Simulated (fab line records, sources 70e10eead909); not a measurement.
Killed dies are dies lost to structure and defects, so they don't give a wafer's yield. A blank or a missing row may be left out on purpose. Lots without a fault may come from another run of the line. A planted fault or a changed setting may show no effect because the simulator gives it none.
fab line records | flow nand_harc
record lots=24 wafers=72 last_day=25
route steps=1159 shown P_M0@272 P_M1@310 P_M2@330
lots that met no fault: from a run of the same line without faults
start_h: hours from the record's first day to the start of the lot's first wafer shown | wait_h: hours since the lot's step before | " the same as in the row above | L1.1+2: a row that stands for several wafers | - no value, or no start given | * or withheld: withheld | < > ~ a bound
route shown NAME@n: a module of which the file shows steps, and the number in the route of the first | usual: mean/standard deviation of fault-free wafers | same: alike in all rows | chamber/n: place in a boat | sites: the reading at each site | _std_site: their standard deviation | _edge_site: outer sites' mean less inner sites' | radius_mm: how far each site lies from the wafer's centre | mask NAME#n: copy n | behind: the tool/chamber that last shaped the wafer | hold: why the lot was held/for how many hours/how that ended | device: the transistor (n, p or np) that didn't switch | end of line: the same wafers' tests at the end of the route | a step without rows: its recipe alone | killed: dies lost to structure and defects at the first sort, not the wafer's yield | map: a wafer's dies, x killed, . not, _ none there
set.NAME: the setting as run; set.NAME@STEP: as run at that earlier step | model.NAME: the simulator's own value behind a step, which no gauge read
steps of the route over a sample of lots; a table a step, a row a wafer
services: from which hour (start_h, from the record's first day; less than 0 if before it) a tool's chamber was out of use, for how many hours, and why
## steps
# step NHARC_P_M0_DEGAS_28
# recipe temp_c=250 time_s=60
# usual heater_power_w=320/21 susceptor_temp_C=250.01/0.18
# columns lot.wafer tool chamber start_h wait_h heater_power_w susceptor_temp_C
L074.2 pvd_sputter-03 - 115.16 - 298 249.99
L074.4 " - " " 315 249.90
L074.5 " - " " 287 249.91
L075.4 pvd_sputter-03 - 116.24 - 334 249.95
L075.2 " - " " 293 250.27
L075.5 " - " " 292 250.18
L077.4 pvd_sputter-03 - 127.42 - 331 250.04
L077.1 " - " " 302 250.13
L077.6 " - " " 339 250.05
L076.2 pvd_sputter-01 - 131.33 - 357 250.09
L076.1 " - " " 318 250.20
L076.5 " - " " 357 249.94
L078.3 pvd_sputter-01 - 140.24 - 321 249.89
L078.1 " - " " 358 249.99
L078.5 " - " " 313 249.80
L079.4 pvd_sputter-01 - 151.24 - 321 249.77
L079.5 " - " " 361 249.87
L079.6 " - " " 322 249.87
L080.3 pvd_sputter-01 - 154.23 - 359 249.85
L080.4 " - " " 314 249.55
L080.5 " - " " 351 249.67
L083.1 pvd_sputter-02 - 161.10 - 329 249.99
L083.3 " - " " 319 250.19
L083.2 " - " " 304 250.03
L082.2 pvd_sputter-03 - 161.27 - 309 249.73
L082.3 " - " " 338 250.17
L082.5 " - " " 288 250.09
L081.2 pvd_sputter-03 - 161.72 - 277 -
L081.3 " - " " 297 -
L081.5 " - " " 304 -
L085.1 pvd_sputter-03 - 178.95 - 291 -
L085.2 " - " " 309 -
L085.6 " - " " 276 -
L084.3 pvd_sputter-02 - 179.29 - 334 250.33
L084.2 " - " " 336 250.17
L084.1 " - " " 309 249.90
L086.3 pvd_sputter-02 - 200.81 - 314 249.95
L086.1 " - " " 333 250.17
L086.6 " - " " 316 250.12
L088.2 pvd_sputter-01 - 201.37 - 345 249.89
L088.1 " - " " 358 250.21
L088.4 " - " " 317 249.56
L087.3 pvd_sputter-02 - 201.89 - 309 250.17
L087.4 " - " " 338 250.11
L087.5 " - " " 340 249.94
L089.1 pvd_sputter-02 - 211.03 - 334 250.03
L089.2 " - " " 328 250.12
L089.5 " - " " 327 250.30
L090.3 pvd_sputter-02 - 212.04 - 334 249.98
L090.2 " - " " 313 249.81
L090.4 " - " " 312 249.67
L091.2 pvd_sputter-02 - 226.33 - 338 250.02
L091.1 " - " " 313 250.07
L091.6 " - " " 314 250.50
L092.1 pvd_sputter-03 - 226.82 - 276 250.04
L092.3 " - " " 336 250.21
L092.5 " - " " 301 250.08
L093.3 pvd_sputter-01 - 228.43 - 314 250.01
L093.6 " - " " 300 250.04
L093.5 " - " " 307 249.84
L094.2 pvd_sputter-03 - 240.76 - 297 249.98
L094.4 " - " " 314 250.09
L094.3 " - " " 335 250.04
L095.4 pvd_sputter-01 - 244.66 - 318 250.05
L095.2 " - " " 305 250.28
L095.5 " - " " 302 249.92
L096.4 pvd_sputter-03 - 245.08 - 315 250.26
L096.3 " - " " 285 249.78
L096.1 " - " " 288 249.98
L097.3 pvd_sputter-03 - 269.28 - 288 -
L097.4 " - " " 332 -
L097.6 " - " " 287 -
# step NHARC_P_M1_ANNEAL_31
# recipe temp_c=225 time_s=90
# usual anneal_temp_c=225.02/0.18 wafer_temp_C_max=225.92/0.29
# columns lot.wafer tool chamber start_h wait_h anneal_temp_c wafer_temp_C_max
L074.2 rtp_anneal-01 0 120.61 0.4 225.19 226.18
L074.4 " 0 " " 224.91 226.38
L074.5 " 0 " " 225.06 226.15
L075.2 rtp_anneal-02 0 121.11 - 225.13 225.27
L075.4 " 0 " " 225.37 225.94
L075.5 " 0 " " 225.05 226.00
L077.1 rtp_anneal-01 0 132.25 - 225.00 225.83
L077.4 " 0 " " 224.91 225.52
L077.6 " 0 " " 225.31 226.07
L076.1 rtp_anneal-02 0 136.28 0.3 225.07 225.82
L076.2 " 0 " " 224.96 226.17
L076.5 " 0 " " 224.77 225.57
L078.1 rtp_anneal-02 0 145.10 - 224.99 225.81
L078.3 " 0 " " 224.94 225.73
L078.5 " 0 " " 225.00 226.02
L079.4 rtp_anneal-02 0 156.16 0.3 225.03 225.63
L079.5 " 0 " " 224.99 225.43
L079.6 " 0 " " 225.22 225.59
L080.3 rtp_anneal-02 0 159.34 0.3 224.98 225.75
L080.4 " 0 " " 224.91 226.10
L080.5 " 0 " " 224.82 225.98
L082.2 rtp_anneal-01 0 166.50 0.4 224.80 225.45
L082.3 " 0 " " 224.89 226.07
L082.5 " 0 " " 224.91 225.61
L083.1 rtp_anneal-02 0 166.74 - 225.08 225.69
L083.2 " 0 " " 225.36 225.79
L083.3 " 0 " " 224.77 225.56
L081.2 rtp_anneal-01 0 166.88 0.4 224.72 225.81
L081.3 " 0 " " 224.72 226.14
L081.5 " 0 " " 225.14 226.66
L085.1 rtp_anneal-01 0 183.83 - 225.04 226.13
L085.2 " 0 " " 224.81 225.79
L085.6 " 0 " " 225.07 225.58
L084.1 rtp_anneal-02 0 184.28 0.4 225.08 226.01
L084.2 " 0 " " 224.92 225.66
L084.3 " 0 " " 224.79 225.66
L086.1 rtp_anneal-01 0 205.58 - 225.30 226.80
L086.3 " 0 " " 225.24 226.36
L086.6 " 0 " " 225.16 226.28
L088.1 rtp_anneal-02 0 206.35 0.3 225.16 225.98
L088.2 " 0 " " 225.16 225.42
L088.4 " 0 " " 224.87 225.63
L087.3 rtp_anneal-01 0 206.94 - 225.10 225.77
L087.4 " 0 " " 225.01 226.19
L087.5 " 0 " " 225.12 225.96
L089.1 rtp_anneal-02 0 216.27 0.3 224.76 226.05
L089.2 " 0 " " 224.69 225.97
L089.5 " 0 " " 224.79 225.78
L090.2 rtp_anneal-01 0 216.97 - 225.16 225.98
L090.3 " 0 " " 225.12 226.24
L090.4 " 0 " " 225.17 226.21
L091.1 rtp_anneal-01 0 231.26 - 225.04 225.98
L091.2 " 0 " " 225.21 226.14
L091.6 " 0 " " 225.25 225.79
L092.1 rtp_anneal-02 0 231.90 0.3 225.15 225.49
L092.3 " 0 " " 225.01 225.72
L092.5 " 0 " " 225.13 225.34
L093.3 rtp_anneal-01 0 233.64 - 225.17 225.79
L093.5 " 0 " " 225.12 226.05
L093.6 " 0 " " 224.97 226.15
L094.2 rtp_anneal-02 0 246.32 0.6 224.89 225.84
L094.3 " 0 " " 224.70 225.64
L094.4 " 0 " " 225.09 225.84
L095.2 rtp_anneal-01 0 250.31 0.4 225.15 226.19
L095.4 " 0 " " 225.17 226.10
L095.5 " 0 " " 225.27 225.82
L096.1 rtp_anneal-02 0 250.95 - 225.27 225.78
L096.3 " 0 " " 225.34 225.90
L096.4 " 0 " " 225.11 225.52
L097.3 rtp_anneal-01 0 274.38 - 224.84 226.38
L097.4 " 0 " " 225.02 226.28
L097.6 " 0 " " 224.66 226.24
# step NHARC_P_M1_INSPECT_27
# usual raw_defect_count=303/120
# columns lot.wafer tool chamber start_h wait_h raw_defect_count
L074.2 defect_inspect-01 - 121.38 0.0 360
L074.4 " - " " 235
L074.5 " - " " 224
L075.2 defect_inspect-01 - 121.87 0.0 609
L075.4 " - " " 254
L075.5 " - " " 258
L077.1 defect_inspect-02 - 133.06 0.0 276
L077.4 " - " " 296
L077.6 " - " " 465
L076.1 defect_inspect-02 - 137.09 0.0 368
L076.2 " - " " 429
L076.5 " - " " 266
L078.1 defect_inspect-02 - 145.91 0.0 538
L078.3 " - " " 329
L078.5 " - " " 373
L079.4 defect_inspect-02 - 156.82 0.0 239
L079.5 " - " " 308
L079.6 " - " " 284
L080.3 defect_inspect-02 - 160.06 0.0 195
L080.4 " - " " 173
L080.5 " - " " 143
L082.2 defect_inspect-02 - 167.30 0.1 318
L082.3 " - " " 300
L082.5 " - " " 497
L083.1 defect_inspect-02 - 167.56 0.0 300
L083.2 " - " " 392
L083.3 " - " " 360
L081.2 defect_inspect-02 - 167.66 0.0 339
L081.3 " - " " 217
L081.5 " - " " 245
L085.1 defect_inspect-01 - 184.66 0.0 184
L085.2 " - " " 234
L085.6 " - " " 193
L084.1 defect_inspect-02 - 185.10 0.0 243
L084.2 " - " " 204
L084.3 " - " " 447
L086.1 defect_inspect-02 - 206.40 0.0 271
L086.3 " - " " 252
L086.6 " - " " 234
L088.1 defect_inspect-02 - 207.16 0.0 365
L088.2 " - " " 331
L088.4 " - " " 300
L087.3 defect_inspect-01 - 207.65 0.0 230
L087.4 " - " " 215
L087.5 " - " " 271
L089.1 defect_inspect-01 - 217.10 0.0 220
L089.2 " - " " 416
L089.5 " - " " 292
L090.2 defect_inspect-02 - 217.75 0.0 167
L090.3 " - " " 140
L090.4 " - " " 273
L091.1 defect_inspect-02 - 232.08 0.0 261
L091.2 " - " " 228
L091.6 " - " " 343
L092.1 defect_inspect-02 - 232.71 0.0 181
L092.3 " - " " 335
L092.5 " - " " 298
L093.3 defect_inspect-01 - 234.35 0.0 191
L093.5 " - " " 223
L093.6 " - " " 338
L094.2 defect_inspect-01 - 247.08 0.0 232
L094.3 " - " " 408
L094.4 " - " " 206
L095.2 defect_inspect-01 - 251.07 0.0 296
L095.4 " - " " 273
L095.5 " - " " 307
L096.1 defect_inspect-02 - 251.76 0.0 401
L096.3 " - " " 868
L096.4 " - " " 280
L097.3 defect_inspect-01 - 275.10 0.0 265
L097.4 " - " " 288
L097.6 " - " " 263
# step NHARC_P_M2_INSPECT_11
# usual raw_defect_count=3.4/1.8
# columns lot.wafer tool chamber start_h wait_h raw_defect_count
L074.2 defect_inspect-02 - 123.10 0.0 6
L074.4 " - " " 2
L074.5 " - " " 5
L075.2 defect_inspect-01 - 124.11 0.0 4
L075.4 " - " " 2
L075.5 " - " " 3
L077.1 defect_inspect-02 - 134.54 0.0 1
L077.4 " - " " 5
L077.6 " - " " 1
L076.1 defect_inspect-02 - 138.60 0.0 4
L076.2 " - " " 1
L076.5 " - " " 2
L078.1 defect_inspect-02 - 147.52 0.0 7
L078.3 " - " " 2
L078.5 " - " " 3
L079.4 defect_inspect-02 - 158.37 0.0 3
L079.5 " - " " 2
L079.6 " - " " 2
L080.3 defect_inspect-01 - 161.46 0.0 1
L080.4 " - " " 8
L080.5 " - " " 0
L082.2 defect_inspect-01 - 169.13 0.1 4
L082.3 " - " " 4
L082.5 " - " " 8
L083.1 defect_inspect-01 - 169.45 0.0 2
L083.2 " - " " 3
L083.3 " - " " 2
L081.2 defect_inspect-01 - 169.60 0.0 5
L081.3 " - " " 3
L081.5 " - " " 3
L085.1 defect_inspect-02 - 186.18 0.0 0
L085.2 " - " " 6
L085.6 " - " " 3
L084.1 defect_inspect-02 - 186.61 0.0 4
L084.2 " - " " 4
L084.3 " - " " 4
L086.1 defect_inspect-01 - 207.94 0.0 5
L086.3 " - " " 3
L086.6 " - " " 6
L088.1 defect_inspect-01 - 208.68 0.0 3
L088.2 " - " " 5
L088.4 " - " " 2
L087.3 defect_inspect-01 - 209.14 0.0 4
L087.4 " - " " 3
L087.5 " - " " 4
L089.1 defect_inspect-02 - 218.59 0.0 2
L089.2 " - " " 4
L089.5 " - " " 2
L090.2 defect_inspect-02 - 219.27 0.0 4
L090.3 " - " " 2
L090.4 " - " " 4
L091.1 defect_inspect-01 - 233.58 0.0 2
L091.2 " - " " 3
L091.6 " - " " 4
L092.1 defect_inspect-01 - 234.31 0.0 2
L092.3 " - " " 0
L092.5 " - " " 1
L093.3 defect_inspect-02 - 235.88 0.0 5
L093.5 " - " " 4
L093.6 " - " " 6
L094.2 defect_inspect-01 - 248.59 0.0 6
L094.3 " - " " 4
L094.4 " - " " 1
L095.2 defect_inspect-02 - 252.58 0.0 4
L095.4 " - " " 5
L095.5 " - " " 2
L096.1 defect_inspect-01 - 253.27 0.0 5
L096.3 " - " " 8
L096.4 " - " " 5
L097.3 defect_inspect-01 - 276.49 0.0 3
L097.4 " - " " 3
L097.6 " - " " 4
# step NHARC_P_M2_DESCUM_14
# recipe time_s=3 o2_flow_sccm=200 ar_flow_sccm=0 bias_power_w=0 chemistry=O2
# usual drypump_motor_current_A=5.7/0.42 oes_product_au=1.000/0.013 rf_vpp_V=57.8/0.9 showerhead_plenum_p_Torr=1.91/0.093 throttle_valve_pct=11.311/0.0088
# columns lot.wafer tool chamber start_h wait_h drypump_motor_current_A oes_product_au rf_hours_counter_h rf_vpp_V showerhead_plenum_p_Torr throttle_valve_pct
L074.4 rie_diel-06 1 123.18 0.1 6.0 1.012 2 56.7 1.97 11.307
L074.2 " 2 " " 5.8 0.995 2 58.5 2.07 11.319
L074.5 " 3 " " 6.4 0.994 - 57.0 1.85 11.320
L075.2 rie_diel-06 3 124.17 0.1 6.4 0.994 2 58.5 1.85 11.317
L075.4 " 2 " " 5.8 1.007 2 58.9 2.07 11.314
L075.5 " 3 " " 6.4 0.980 - 57.1 1.85 11.302
L077.4 rie_diel-06 3 134.60 0.1 6.4 0.988 2 55.9 1.85 11.310
L077.1 " 2 " " 5.8 0.989 2 59.2 2.07 11.295
L077.6 " 3 " " 6.4 0.997 - 57.8 1.85 11.324
L076.1 rie_diel-06 1 138.66 0.1 6.0 1.003 2 57.6 1.97 11.301
L076.2 " 3 " " 6.4 0.997 2 56.7 1.85 11.321
L076.5 " 2 " " 5.8 1.011 - 57.4 2.07 11.322
L078.1 rie_diel-12 1 147.59 0.1 5.5 0.991 22 57.2 1.83 11.306
L078.3 " 3 " " 6.0 0.991 21 57.1 1.96 11.310
L078.5 " 0 " " 5.3 1.005 - 57.0 1.99 11.304
L079.4 rie_diel-06 1 158.45 0.1 6.0 0.993 3 58.2 1.97 11.301
L079.5 " 3 " " 6.4 0.989 - 58.4 1.85 11.319
L079.6 " 0 " " 5.4 1.003 - 57.4 1.83 11.293
L080.4 rie_diel-06 0 161.52 0.1 5.3 1.003 4 56.7 1.82 11.308
L080.3 " 1 " " 6.1 0.994 3 56.7 1.97 11.312
L080.5 " 0 " " 5.4 1.011 - 55.6 1.82 11.311
L082.3 rie_diel-13 0 169.20 0.1 5.2 1.037 24 58.8 1.78 11.308
L082.2 " 2 " " 5.4 1.023 24 58.9 2.02 11.311
L082.5 " 0 " " 5.2 1.037 - 57.3 1.78 11.323
L083.2 rie_diel-06 3 169.51 0.1 6.4 0.982 4 57.6 1.85 11.318
L083.1 " 0 " " 5.4 1.012 4 57.6 1.82 11.316
L083.3 " 1 " " 6.0 0.986 4 57.7 1.97 11.313
L081.2 rie_diel-12 3 169.68 0.1 5.9 0.984 24 59.1 1.96 11.322
L081.3 " 0 " " 5.3 1.019 24 58.7 1.99 11.318
L081.5 " 1 " " 5.5 0.976 - 58.9 1.83 11.298
L085.1 rie_diel-12 0 186.24 0.1 5.3 1.011 27 58.4 1.99 11.321
L085.2 " 3 " " 5.9 1.003 25 57.4 1.96 11.303
L085.6 " 0 " " 5.3 1.006 - 58.4 1.99 11.316
L084.3 rie_diel-13 3 186.67 0.1 5.0 1.020 31 56.9 1.81 11.310
L084.2 " 0 " " 5.3 1.046 33 57.2 1.77 11.323
L084.1 " 1 " " 5.6 0.985 34 58.5 1.87 11.295
L086.1 rie_diel-06 3 208.02 0.1 6.4 0.991 5 57.6 1.85 11.302
L086.3 " 0 " " 5.4 1.011 5 57.5 1.82 11.296
L086.6 " 2 " " 5.8 1.014 - 59.7 2.07 11.299
L088.4 rie_diel-06 0 208.78 0.1 5.4 1.016 5 57.8 1.82 11.309
L088.2 " 1 " " 6.1 1.008 5 56.0 1.97 11.314
L088.1 " 3 " " 6.4 1.001 5 58.6 1.85 11.316
L087.3 rie_diel-06 1 209.32 0.2 6.0 0.999 5 58.2 1.97 11.308
L087.4 " 2 " " 5.8 1.001 5 59.7 2.07 11.297
L087.5 " 0 " " 5.4 1.008 - 57.8 1.82 11.322
L089.2 rie_diel-06 3 218.65 0.1 6.4 0.979 6 57.1 1.85 11.314
L089.1 " 0 " " 5.4 0.996 6 57.8 1.82 11.332
L089.5 " 3 " " 6.4 0.989 - 58.1 1.85 11.300
L090.2 rie_diel-12 0 219.33 0.1 5.3 1.000 2 58.5 1.98 11.297
L090.3 " 1 " " 5.5 0.979 2 57.1 1.82 11.300
L090.4 " 2 " " 5.7 1.004 - 58.2 1.87 11.317
L091.2 rie_diel-06 1 233.64 0.1 6.0 1.001 6 58.6 1.97 11.311
L091.1 " 2 " " 5.8 0.997 6 57.7 2.07 11.309
L091.6 " 0 " " 5.4 1.009 - 57.9 1.82 11.307
L092.1 rie_diel-06 3 234.37 0.1 6.4 0.985 6 57.3 1.85 11.310
L092.3 " 2 " " 5.8 0.997 6 58.2 2.07 11.306
L092.5 " 0 " " 5.4 0.999 - 58.3 1.82 11.312
L093.3 rie_diel-06 1 235.95 0.1 6.1 0.991 6 57.6 1.97 11.315
L093.6 " 0 " " 5.4 1.002 - 56.6 1.82 11.314
L093.5 " 1 " " 6.1 1.002 - 57.7 1.97 11.315
L094.2 rie_diel-13 2 248.65 0.1 5.4 1.020 59 58.4 2.01 11.319
L094.4 " 0 " " 5.2 1.043 60 57.7 1.76 11.308
L094.3 " 1 " " 5.6 0.982 61 57.4 1.86 11.307
L095.2 rie_diel-06 3 252.64 0.1 6.4 0.995 0 58.6 1.85 11.312
L095.4 " 0 " " 5.4 0.990 0 57.6 1.82 11.309
L095.5 " 2 " " 5.7 1.008 - 58.6 2.07 11.313
L096.1 rie_diel-06 1 253.33 0.1 6.0 0.983 0 57.9 1.97 11.305
L096.3 " 2 " " 5.8 1.009 0 58.8 2.07 11.310
L096.4 " 0 " " 5.4 0.991 0 58.3 1.82 11.317
L097.3 rie_diel-06 3 276.55 0.1 6.4 1.006 1 57.9 1.85 11.312
L097.4 " 2 " " 5.8 0.998 1 58.6 2.07 11.318
L097.6 " 3 " " 6.4 1.002 - 57.1 1.85 11.319
# step NHARC_P_M2_CD_MEAS_16
# usual cd_nm=170.2/1
# columns lot.wafer tool chamber start_h wait_h cd_nm
L074.2 cd_sem-02 - 123.47 - 170.4
L074.4 " - " " 170.4
L074.5 " - " " 171.0
L075.2 cd_sem-01 - 124.48 - 170.1
L075.4 " - " " 170.3
L075.5 " - " " 169.9
L077.1 cd_sem-01 - 134.91 - 170.6
L077.4 " - " " 169.3
L077.6 " - " " 170.3
L076.1 cd_sem-01 - 138.96 - 169.3
L076.2 " - " " 169.9
L076.5 " - " " 172.4
L078.1 cd_sem-02 - 147.88 - 169.0
L078.3 " - " " 170.2
L078.5 " - " " 169.0
L079.4 cd_sem-03 - 158.74 - 170.3
L079.5 " - " " 169.3
L079.6 " - " " 168.7
L080.3 cd_sem-01 - 161.83 - 171.3
L080.4 " - " " 168.9
L080.5 " - " " 170.5
L082.2 cd_sem-03 - 169.63 - 169.3
L082.3 " - " " 168.8
L082.5 " - " " 169.0
L083.1 cd_sem-02 - 169.81 - 170.2
L083.2 " - " " 169.0
L083.3 " - " " 168.7
L081.2 cd_sem-02 - 170.17 - 169.1
L081.3 " - " " 169.5
L081.5 " - " " 170.9
L085.1 cd_sem-01 - 186.54 - 168.8
L085.2 " - " " 169.3
L085.6 " - " " 170.3
L084.1 cd_sem-02 - 186.98 - 170.9
L084.2 " - " " 170.0
L084.3 " - " " 171.3
L086.1 cd_sem-02 - 208.31 - 169.8
L086.3 " - " " 169.4
L086.6 " - " " 171.1
L088.1 cd_sem-03 - 209.08 - 170.9
L088.2 " - " " 170.1
L088.4 " - " " 169.4
L087.3 cd_sem-02 - 209.62 - 169.0
L087.4 " - " " 169.9
L087.5 " - " " 169.4
L089.1 cd_sem-01 - 218.96 - 169.4
L089.2 " - " " 170.7
L089.5 " - " " 170.2
L090.2 cd_sem-03 - 219.98 - 170.0
L090.3 " - " " 170.9
L090.4 " - " " 170.0
L091.1 cd_sem-01 - 233.94 - 171.0
L091.2 " - " " 168.5
L091.6 " - " " 168.9
L092.1 cd_sem-02 - 234.68 - 171.2
L092.3 " - " " 170.9
L092.5 " - " " 170.8
L093.3 cd_sem-03 - 236.25 - 169.6
L093.5 " - " " 169.3
L093.6 " - " " 169.5
L094.2 cd_sem-01 - 248.95 - 168.8
L094.3 " - " " 169.6
L094.4 " - " " 169.7
L095.2 cd_sem-01 - 252.94 - 171.7
L095.4 " - " " 169.1
L095.5 " - " " 169.6
L096.1 cd_sem-03 - 253.64 - 170.2
L096.3 " - " " 171.3
L096.4 " - " " 171.5
L097.3 cd_sem-01 - 276.86 - 172.7
L097.4 " - " " 170.1
L097.6 " - " " 171.6
## services
# columns tool chamber start_h hours kind
rie_diel-06 0 97.72 - clean
rie_diel-06 1 97.72 - clean
rie_diel-06 2 97.72 - clean
rie_diel-06 3 97.72 - clean
rie_diel-13 - 99.00 9.0 pm
pvd_sputter-03 - 102.00 10.0 pm
rie_diel-12 3 111.95 6.8 repair
rie_diel-06 0 122.22 - clean
rie_diel-06 1 122.22 - clean
rie_diel-06 2 122.22 - clean
rie_diel-06 3 122.22 - clean
rie_diel-06 0 146.72 - clean
pvd_sputter-01 - 158.00 10.0 pm
rie_diel-12 3 170.63 10.5 repair
rie_diel-06 - 188.85 0.9 repair
rie_diel-12 3 202.17 20.3 repair
rie_diel-12 - 202.40 9.0 pm
pvd_sputter-02 - 214.00 10.0 pm
rie_diel-13 3 214.06 10.1 repair
rie_diel-06 0 223.46 7.6 repair
rie_diel-06 - 241.20 9.0 pm
pvd_sputter-02 - 259.86 11.5 repair
pvd_sputter-01 - 265.69 5.6 repair
pvd_sputter-03 - 273.65 14.9 repair
## key
fault none
